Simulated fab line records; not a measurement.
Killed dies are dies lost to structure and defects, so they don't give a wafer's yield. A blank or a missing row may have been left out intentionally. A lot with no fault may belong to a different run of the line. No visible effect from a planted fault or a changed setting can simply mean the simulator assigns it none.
Split-lot experiment || flow n5 finfet || 7 lots, 39 wafers read, on a route of 1938 steps

== ON THE SPLIT ==
At N5_BEOL_M0_SAQP_SPACER1_ALD_98 (deposits SiO2, target thk 12.8 nm, pulse time 1 s, purge time 2 s), the setting ald cycles was moved away from the recipe's 138 on 18 of the 39 wafers read, by -41.3% to +57.2%. The other wafers ran this setting at the recipe's value.

== FROM THE SPLIT TO THE READING: what the file shows between them, 2 steps ==
- N5_BEOL_M0_SAQP_SPACER1_ETCHBACK_99: etches SiO2 in CHF3/O2, target depth 15.4 nm, time 7.7 s
- N5_BEOL_M0_SAQP_MANDREL1_REMOVE_100: chemistry HBr/Cl2/O2, target a-Si, stops on SiNx, bt time 10 s

== THE READING ==
Shown in nm: cd nm at N5_BEOL_M0_SAQP_CD_MEAS_25, with target cd 13.1 nm. On this fab line, fault-free wafers typically give 12.86 nm with a standard deviation of 0.23 nm.

{"wafer": "L074.1", "tool, chamber at the split": "ald sin-04, 3,2,3", "ald cycles as run": 138, "against the recipe": "recipe", "cd nm, nm": 13.12, "against lot-mates on the recipe": "-"}
{"wafer": "L074.2", "tool, chamber at the split": "ald sin-04, 3,2,3", "ald cycles as run": 138, "against the recipe": "recipe", "cd nm, nm": 12.46, "against lot-mates on the recipe": "-"}
{"wafer": "L074.6", "tool, chamber at the split": "ald sin-04, 3,2,3", "ald cycles as run": 138, "against the recipe": "recipe", "cd nm, nm": 12.89, "against lot-mates on the recipe": "-"}
{"wafer": "L075.1", "tool, chamber at the split": "ald sin-03, 0,1,3", "ald cycles as run": 81, "against the recipe": "-41.3%", "cd nm, nm": 7.41, "against lot-mates on the recipe": -5.51}
{"wafer": "L075.2", "tool, chamber at the split": "ald sin-03, 0,1,3", "ald cycles as run": 81, "against the recipe": "-41.3%", "cd nm, nm": 7.77, "against lot-mates on the recipe": -5.15}
{"wafer": "L075.3", "tool, chamber at the split": "ald sin-03, 3,2,0", "ald cycles as run": 138, "against the recipe": "recipe", "cd nm, nm": 13.32, "against lot-mates on the recipe": "-"}
{"wafer": "L075.4", "tool, chamber at the split": "ald sin-03, 3,2,0", "ald cycles as run": 138, "against the recipe": "recipe", "cd nm, nm": 12.88, "against lot-mates on the recipe": "-"}
{"wafer": "L075.5", "tool, chamber at the split": "ald sin-03, 0,1,3", "ald cycles as run": 81, "against the recipe": "-41.3%", "cd nm, nm": 7.91, "against lot-mates on the recipe": -5.01}
{"wafer": "L075.6", "tool, chamber at the split": "ald sin-03, 3,2,0", "ald cycles as run": 138, "against the recipe": "recipe", "cd nm, nm": 12.57, "against lot-mates on the recipe": "-"}
{"wafer": "L076.1", "tool, chamber at the split": "ald sin-03, 0,1", "ald cycles as run": 173, "against the recipe": "+25.4%", "cd nm, nm": 16.11, "against lot-mates on the recipe": "+3.16"}
{"wafer": "L076.2", "tool, chamber at the split": "ald sin-03, 2,3,0", "ald cycles as run": 138, "against the recipe": "recipe", "cd nm, nm": 13.13, "against lot-mates on the recipe": "-"}
{"wafer": "L076.3", "tool, chamber at the split": "ald sin-03, 0,1", "ald cycles as run": 173, "against the recipe": "+25.4%", "cd nm, nm": 15.89, "against lot-mates on the recipe": "+2.94"}
{"wafer": "L076.4", "tool, chamber at the split": "ald sin-03, 3", "ald cycles as run": 173, "against the recipe": "+25.4%", "cd nm, nm": 16.31, "against lot-mates on the recipe": "+3.36"}
{"wafer": "L076.5", "tool, chamber at the split": "ald sin-03, 2,3,0", "ald cycles as run": 138, "against the recipe": "recipe", "cd nm, nm": 12.80, "against lot-mates on the recipe": "-"}
{"wafer": "L076.6", "tool, chamber at the split": "ald sin-03, 2,3,0", "ald cycles as run": 138, "against the recipe": "recipe", "cd nm, nm": 12.92, "against lot-mates on the recipe": "-"}
{"wafer": "L080.1", "tool, chamber at the split": "ald sin-03, 0,3,2", "ald cycles as run": 214, "against the recipe": "+55.1%", "cd nm, nm": 20.01, "against lot-mates on the recipe": "+7.14"}
{"wafer": "L080.2", "tool, chamber at the split": "ald sin-03, 2,1,1", "ald cycles as run": 138, "against the recipe": "recipe", "cd nm, nm": 12.83, "against lot-mates on the recipe": "-"}
{"wafer": "L080.3", "tool, chamber at the split": "ald sin-03, 2,1,1", "ald cycles as run": 138, "against the recipe": "recipe", "cd nm, nm": 12.94, "against lot-mates on the recipe": "-"}
{"wafer": "L080.4", "tool, chamber at the split": "ald sin-03, 0,3,2", "ald cycles as run": 214, "against the recipe": "+55.1%", "cd nm, nm": 19.88, "against lot-mates on the recipe": "+7.01"}
{"wafer": "L080.5", "tool, chamber at the split": "ald sin-03, 2,1,1", "ald cycles as run": 138, "against the recipe": "recipe", "cd nm, nm": 12.85, "against lot-mates on the recipe": "-"}
{"wafer": "L080.6", "tool, chamber at the split": "ald sin-03, 0,3,2", "ald cycles as run": 214, "against the recipe": "+55.1%", "cd nm, nm": 19.88, "against lot-mates on the recipe": "+7.01"}
{"wafer": "L085.1", "tool, chamber at the split": "ald sin-01, 3,1,3", "ald cycles as run": 138, "against the recipe": "recipe", "cd nm, nm": 12.68, "against lot-mates on the recipe": "-"}
{"wafer": "L085.2", "tool, chamber at the split": "ald sin-01, 2,0,2", "ald cycles as run": 168, "against the recipe": "+21.7%", "cd nm, nm": 15.21, "against lot-mates on the recipe": "+2.33"}
{"wafer": "L085.3", "tool, chamber at the split": "ald sin-01, 2,0,2", "ald cycles as run": 168, "against the recipe": "+21.7%", "cd nm, nm": 15.42, "against lot-mates on the recipe": "+2.54"}
{"wafer": "L085.4", "tool, chamber at the split": "ald sin-01, 3,1,3", "ald cycles as run": 138, "against the recipe": "recipe", "cd nm, nm": 13.05, "against lot-mates on the recipe": "-"}
{"wafer": "L085.5", "tool, chamber at the split": "ald sin-01, 3,1,3", "ald cycles as run": 138, "against the recipe": "recipe", "cd nm, nm": 12.92, "against lot-mates on the recipe": "-"}
{"wafer": "L085.6", "tool, chamber at the split": "ald sin-01, 2,0,2", "ald cycles as run": 168, "against the recipe": "+21.7%", "cd nm, nm": 15.73, "against lot-mates on the recipe": "+2.85"}
{"wafer": "L093.1", "tool, chamber at the split": "ald sin-01, 1", "ald cycles as run": 83, "against the recipe": "-39.9%", "cd nm, nm": 7.46, "against lot-mates on the recipe": -5.46}
{"wafer": "L093.2", "tool, chamber at the split": "ald sin-01, 2,3", "ald cycles as run": 83, "against the recipe": "-39.9%", "cd nm, nm": 8.03, "against lot-mates on the recipe": -4.89}
{"wafer": "L093.3", "tool, chamber at the split": "ald sin-01, 2,3", "ald cycles as run": 83, "against the recipe": "-39.9%", "cd nm, nm": 7.96, "against lot-mates on the recipe": -4.96}
{"wafer": "L093.4", "tool, chamber at the split": "ald sin-01, 0,3,2", "ald cycles as run": 138, "against the recipe": "recipe", "cd nm, nm": 12.91, "against lot-mates on the recipe": "-"}
{"wafer": "L093.5", "tool, chamber at the split": "ald sin-01, 0,3,2", "ald cycles as run": 138, "against the recipe": "recipe", "cd nm, nm": 12.71, "against lot-mates on the recipe": "-"}
{"wafer": "L093.6", "tool, chamber at the split": "ald sin-01, 0,3,2", "ald cycles as run": 138, "against the recipe": "recipe", "cd nm, nm": 13.14, "against lot-mates on the recipe": "-"}
{"wafer": "L095.1", "tool, chamber at the split": "ald sin-01, 3,2,1", "ald cycles as run": 217, "against the recipe": "+57.2%", "cd nm, nm": 20.21, "against lot-mates on the recipe": "+7.42"}
{"wafer": "L095.2", "tool, chamber at the split": "ald sin-01, 3,2,1", "ald cycles as run": 217, "against the recipe": "+57.2%", "cd nm, nm": 20.23, "against lot-mates on the recipe": "+7.44"}
{"wafer": "L095.3", "tool, chamber at the split": "ald sin-01, 0,0,3", "ald cycles as run": 138, "against the recipe": "recipe", "cd nm, nm": 12.88, "against lot-mates on the recipe": "-"}
{"wafer": "L095.4", "tool, chamber at the split": "ald sin-01, 3,2,1", "ald cycles as run": 217, "against the recipe": "+57.2%", "cd nm, nm": 20.22, "against lot-mates on the recipe": "+7.43"}
{"wafer": "L095.5", "tool, chamber at the split": "ald sin-01, 0,0,3", "ald cycles as run": 138, "against the recipe": "recipe", "cd nm, nm": 12.97, "against lot-mates on the recipe": "-"}
{"wafer": "L095.6", "tool, chamber at the split": "ald sin-01, 0,0,3", "ald cycles as run": 138, "against the recipe": "recipe", "cd nm, nm": 12.52, "against lot-mates on the recipe": "-"}
Rows listing several chambers each stand for several wafers; the file does not say which wafer went through which chamber.

FIT RESULTS
A straight line over all 39 wafers: cd nm changes by +0.127 nm for each +1% of ald cycles; r = +1.00; the points scatter about the line by 0.21 nm.
The same after taking each lot's own level away (the mean of its wafers on the recipe; 39 wafers): +0.128 nm for each +1%; r = +1.00; scatter 0.21 nm.
On that fit, the largest move of ald cycles shifts the reading by 7.3 nm.
The lots' own levels span 12.790 to 12.950 nm, that is 0.7 times the standard deviation above.
The two slopes agree, so the slope changes little with the lot-to-lot level.
Check: for one of the wafers moved furthest among these (+57.2%), held out of the fit, the line's prediction against its lot-mates is +7.29 nm. It came out at +7.42 nm against them.

== THE OTHER SPLITS THESE WAFERS WENT THROUGH ==
Note: prior to the reading, these wafers also went through further splits. Each is held against what the fit with the lots' levels taken away leaves over:
{"other split on the same wafers": "N5_MOL_CONTACT_COAG_VIA_ETCH_46 target depth a", "wafers away from the commonest value": 12, "r with cd nm (lot level and that fit taken away)": "+0.17"}

== THE WHOLE CHAIN: every reading that the file lists as answering this split, in the file's order ==
{"step": "N5_BEOL_M0_SAQP_SPACER1_ALD_98", "what it does": "deposits SiO2, target thk 12.8 nm, pulse time 1 s, purge time 2 s", "reading": "SiO2_of_BEOL_M0_SAQP_SPACER1_ALD_98.thk nm (the simulator's own value, which no gauge read)", "change (the file's fit)": "+0.129 nm for each +1% of the setting", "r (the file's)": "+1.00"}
{"step": "N5_BEOL_M0_SAQP_MANDREL1_REMOVE_100", "what it does": "chemistry HBr/Cl2/O2, target a-Si, stops on SiNx, bt time 10 s", "reading": "SiO2_of_BEOL_M0_SAQP_SPACER1_ALD_98.thk nm (the simulator's own value, which no gauge read)", "change (the file's fit)": "+0.12 nm for each +1% of the setting", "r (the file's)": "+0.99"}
{"step": "N5_BEOL_M0_SAQP_MANDREL1_REMOVE_100", "what it does": "chemistry HBr/Cl2/O2, target a-Si, stops on SiNx, bt time 10 s", "reading": "BEOL_M0_SAQP.cd nm (the simulator's own value, which no gauge read)", "change (the file's fit)": "+0.129 nm for each +1% of the setting", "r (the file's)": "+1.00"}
{"step": "N5_BEOL_M0_SAQP_CD_MEAS_25", "what it does": "target cd 13.1 nm", "reading": "cd nm", "change (the file's fit)": "+0.128 nm for each +1% of the setting", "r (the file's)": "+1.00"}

== THE FILE'S OWN FIT ==
cd nm changes by +0.128 nm for each +1% of ald cycles, r = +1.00.
